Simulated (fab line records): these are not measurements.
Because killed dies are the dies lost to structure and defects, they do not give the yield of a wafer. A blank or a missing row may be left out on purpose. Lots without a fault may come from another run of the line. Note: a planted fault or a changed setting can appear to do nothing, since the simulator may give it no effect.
A lot that was struck, set against a sound lot :: flow n5Finfet :: 36 out of 1938 route steps
Sound: these wafers, L624.3, L624.4, L624.6. Struck: wafer L621.3. (L621.1 of the same lot was not struck and is left out.) The cause comes at the end.
At each step with rows: each side's tool, then ch and its chambers, then its first start. Under that, the readings that differ: sound wafers :: struck wafers :: difference of the means :: sigmas: that difference in standard deviations of wafers without a fault.
alike: same words and numbers on both sides, and readings whose means sit less than 2 such deviations apart. not compared: any withheld reading, any reading some wafer has no value for, any bound like >300 that may hide the same value, and any number with overlapping values for which the record gives no deviation.
A row with sigmas, a row that says differs or no value, or rows on one side alone: a step with any of these is where the two part. Non-overlapping numbers with no deviation appear without sigmas and do not part them. A reading missing from all wafers of one side parts the sides only when that side holds two or more wafers.

first, 8 steps without rows for these wafers: N5_BEOL_M4_SPUTTER_96 (material Cu, target thk 4.5 nm, time 8.29 s); N5_BEOL_M4_ECD_50 (material Cu, target thk 300 nm); N5_BEOL_M4_ANNEAL_51 (time 90 s); N5_BEOL_M4_CMP_52 (polishes, stops on SiOC, t overpolish 6.8 s, target thk 40 nm); N5_BEOL_M4_PRE_CLEAN_60 (time 15 s); N5_BEOL_M4_CO_CAP_55 (material Co, precursor CCTBA/H2, target thk 2 nm, time 102.1 s); N5_BEOL_M4_PRE_CLEAN_56 (time 15 s); N5_BEOL_M4_DEP_57 (deposits SiCN from 3MS/NH3, target thk 8 nm, time 14 s).
N5_BEOL_M5_ILD_DEP_00: deposits SiCOH lowk from DEMS/porogen, target thk 140.64 nm, time 25.9 s.
  sound on pecvd-03 ch 1,2, day 14 09:16; struck on pecvd-04 ch 1, day 12 21:11
reading: throttleValvePct (%)
sound: 14.0 12.0 14.0
struck: 15.4
difference: +2.1
sigmas: +2

reading: model.SiCOH_lowk_of_BEOL_M5_ILD_DEP_00.thkNm (nm)
sound: 135.8 141.4 138.2
struck: 103
difference: -35
sigmas: 
  alike: heaterPowerW, showerheadPlenumPTorr
then, 1 step without rows for these wafers: N5_BEOL_M5_CURE_79 (cures SiCOH lowk, time 240 s).
N5_BEOL_M5_THK_MEAS_01:
  sound: filmMetro-02 at day 14 09:50; struck: filmMetro-01 at day 12 22:07
reading: M5_ILD_THK (nm)
sound: 116.7 121.8 118.9
struck: 88.5
difference: -30.6
sigmas: -16
then, 23 steps without rows for these wafers: N5_BEOL_M5_PECVD_70 (deposits SiO2 from TEOS/O2, target thk 16 nm, time 18 s); N5_BEOL_M5_HM_DEP_02 (deposits TiN, target thk 20 nm); N5_BEOL_M5_COAT_59 (time 60 s, resist thk 60 nm); N5_BEOL_M5_COAT_60 (time 60 s, resist thk 12 nm); N5_BEOL_M5_COAT_71 (time 60 s, resist thk 5 nm); N5_BEOL_M5_COAT_05 (resist thk 30 nm); N5_BEOL_M5_EBR_07; N5_BEOL_M5_SOFTBAKE_06 (time 60 s); N5_BEOL_M5_EXPOSE_08 (exposes mask M5, target cd 28 nm); N5_BEOL_M5_PEB_09 (peb time 60 s); N5_BEOL_M5_DEVELOP_10 (develop time 30 s); N5_BEOL_M5_DESCUM_16 (chemistry O2, time 7 s); N5_BEOL_M5_ETCH_72 (etches underlayer in N2/H2, target depth 6.5 nm, time 5.2 s); N5_BEOL_M5_ETCH_61 (etches SiARC in CF4, target depth 15.6 nm, time 26 s); N5_BEOL_M5_ETCH_62 (etches SOC in N2/H2, target depth 75 nm, overetch 15 nm, time 112.5 s); N5_BEOL_M5_STRIP_63 (strips in N2/H2); N5_BEOL_M5_STRIP_73 (strips in N2/H2); N5_BEOL_M5_STRIP_64 (strips in CF4); N5_BEOL_M5_HM_OPEN_17 (chemistry Cl2/BCl3, target TiN, target depth 20 nm, overetch 6 nm); N5_BEOL_M5_STRIP_19 (strips in O2); N5_BEOL_M5_COAT_65 (time 60 s, resist thk 60 nm); N5_BEOL_M5_COAT_66 (time 60 s, resist thk 12 nm); N5_BEOL_M5_COAT_74 (time 60 s, resist thk 5 nm).
N5_BEOL_M5_CMP_52: polishes, stops on SiCOH lowk, t overpolish 6.9 s, target thk 62 nm.
  sound on cmp-02 ch 0,1, day 14 21:59; struck on cmp-02 ch 3, day 13 07:28
reading: model.SiCOH_lowk_of_BEOL_M5_ILD_DEP_00.thkNm (nm)
sound: 113.8 118.6 115.8
struck: 85.4
difference: -30.7
sigmas: 
  alike: motorCurrentA, slurryFlowMlMin
-- record jumps: 4 days separate the struck wafers' starts on either side; left off in module BEOL_M5, taken up again in module PASSIVATION, whose first shown step is the route's number 1936 --
N5_PASSIVATION_PROBE_49:
  sound: prober-02 at day 18 11:29; struck: prober-01 at day 17 02:46
reading: sort_bin_5_function (%)
sound: 8.4 4.7 5.9
struck: 3.9
difference: -2.4
sigmas: -2
  alike: defectLimitedYield, killed_at_M0_to_M3, killed_at_M4_up, killedAtContacts, killedAtFrontEnd, killedAtOther, killedDies, killedOpen, killedShort, sort_bin_6_memory, sort_bin_8_speed, sortNPass, sortYieldPct

## WHERE THEY PART
Earliest at N5_BEOL_M5_ILD_DEP_00; latest, in this record, at N5_PASSIVATION_PROBE_49.

WHY: the cause the simulator had injected
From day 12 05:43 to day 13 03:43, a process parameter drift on pecvd-04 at N5_BEOL_M5_ILD_DEP_00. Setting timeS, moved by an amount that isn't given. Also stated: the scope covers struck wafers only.
